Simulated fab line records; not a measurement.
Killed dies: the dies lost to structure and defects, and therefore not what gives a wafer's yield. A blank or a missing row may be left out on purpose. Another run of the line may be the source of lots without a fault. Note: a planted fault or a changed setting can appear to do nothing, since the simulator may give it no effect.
Matching of chambers + flow n5-finfet + N5_BEOL_M9_DEP_56 on pecvd-02: 3 sister chambers
The step deposits SiCN from 3MS/NH3, target thk 15 nm, time 26.5 s. 6 wafers are shown with their chamber, then 12 later ones without.

== WAFERS PAIRED WITH THEIR CHAMBERS ==
| wafer  | chamber | showerhead-plenum-p-Torr (Torr) | throttle-valve-pct (%) |
|--------|---------|---------------------------------|------------------------|
| L086.2 | 0       | 3.648                           | 9.4                    |
| L086.3 | 1       | 3.690                           | 9.8                    |
| L086.4 | 2       | 3.673                           | 8.8                    |
| L083.3 | 0       | 3.642                           | 9.6                    |
| L083.4 | 1       | 3.684                           | 9.8                    |
| L083.5 | 2       | 3.688                           | 8.5                    |

== WAFERS WITH NO CHAMBER GIVEN ==
| wafer  | showerhead-plenum-p-Torr (Torr) | throttle-valve-pct (%) |
|--------|---------------------------------|------------------------|
| L093.3 | 3.654                           | 9.3                    |
| L093.4 | 3.683                           | 9.7                    |
| L093.5 | 3.640                           | 9.7                    |
| L092.1 | 3.678                           | 8.8                    |
| L092.2 | 3.677                           | 9.8                    |
| L092.6 | 3.683                           | 9.8                    |
| L091.1 | 3.680                           | 8.8                    |
| L091.3 | 3.676                           | 8.8                    |
| L091.6 | 3.674                           | 8.8                    |
| L094.1 | 3.655                           | 9.4                    |
| L094.2 | 3.672                           | 8.6                    |
| L094.3 | 3.686                           | 8.7                    |

== WHICH CHAMBER EACH WENT THROUGH ==
| wafer  | from the rows above | in truth |
|--------|---------------------|----------|
| L093.3 | 0                   | 0        |
| L093.4 | 1                   | 1        |
| L093.5 | 0                   | 0        |
| L092.1 | 2                   | 2        |
| L092.2 | 1                   | 1        |
| L092.6 | 1                   | 1        |
| L091.1 | 2                   | 2        |
| L091.3 | 2                   | 2        |
| L091.6 | 2                   | 2        |
| L094.1 | 0                   | 0        |
| L094.2 | 2                   | 2        |
| L094.3 | 2                   | 2        |
Correct placement for 12 of the 12. Can't be placed from these rows: 0. 0 placed wrongly.
How it was worked out, from the rows above alone: a wafer's distance from a chamber is the root of the sum, over the readings, of the square of ((its reading less the chamber's mean) divided by the reading's scatter). The wafer belongs to the nearest chamber; if the next one is less than 2 further off, it can't be placed. The mean given for a chamber averages the wafers shown for that chamber. The scatter: take each reading less its chamber's mean, square it, sum over the shown wafers, divide by the number of wafers less the number of chambers, and take the root.
